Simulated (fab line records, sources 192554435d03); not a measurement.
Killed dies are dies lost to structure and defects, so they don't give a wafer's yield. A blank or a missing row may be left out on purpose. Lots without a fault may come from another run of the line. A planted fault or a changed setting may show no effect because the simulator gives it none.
Which tool did it? | flow n5_finfet | 12 lots, 36 wafers sampled, at 1 step of a route of 1938

WHAT THE GAUGES READ, wafer by wafer
N5_BEOL_M10_THK_MEAS_53: measures by xrf.
lot  | measured     | on            | M10_THK (nm)
L074 | day 11 01:28 | film_metro-02 | 135 141 138
L079 | day 11 15:10 | film_metro-01 | 137 133 137
L078 | day 12 10:57 | film_metro-01 | 138 135 134
L080 | day 12 23:45 | film_metro-01 | 136 132 138
L083 | day 13 05:55 | film_metro-02 | 130 134 138
L085 | day 13 13:03 | film_metro-01 | 136 131 136
L087 | day 14 14:11 | film_metro-02 | 137 137 137
L088 | day 14 19:31 | film_metro-01 | 137 139 136
L092 | day 15 01:07 | film_metro-01 | 141 139 138
L093 | day 15 17:05 | film_metro-01 | 137 141 138
L094 | day 16 00:48 | film_metro-01 | 138 137 134
L097 | day 18 11:44 | film_metro-02 | 137 140 140

WHICH TOOL RAN EACH LOT (tool, then ch and the chambers of the sampled wafers, then the start)
The record holds no process step before these readings.

THE ANSWER, worked out from the rows above alone
Rule: what is usual is taken from the lots themselves. Put in order of their means at a reading, lots are off if they are a third of the lots or fewer, leave a main group of 4 or more, and stand apart from it by a gap of 3 or more times the standard deviation of the main group's means; of several such gaps the widest counts. A main group whose means are all the same, to the digits that the tables above print for the reading, isn't used. A lot without any number at a reading at which 4 lots or more have one is off too. The other lots that the step has rows for count as sound.
No lot is off at any reading shown: from this, nothing can be told.

WHAT THE SIMULATOR HAD PUT IN
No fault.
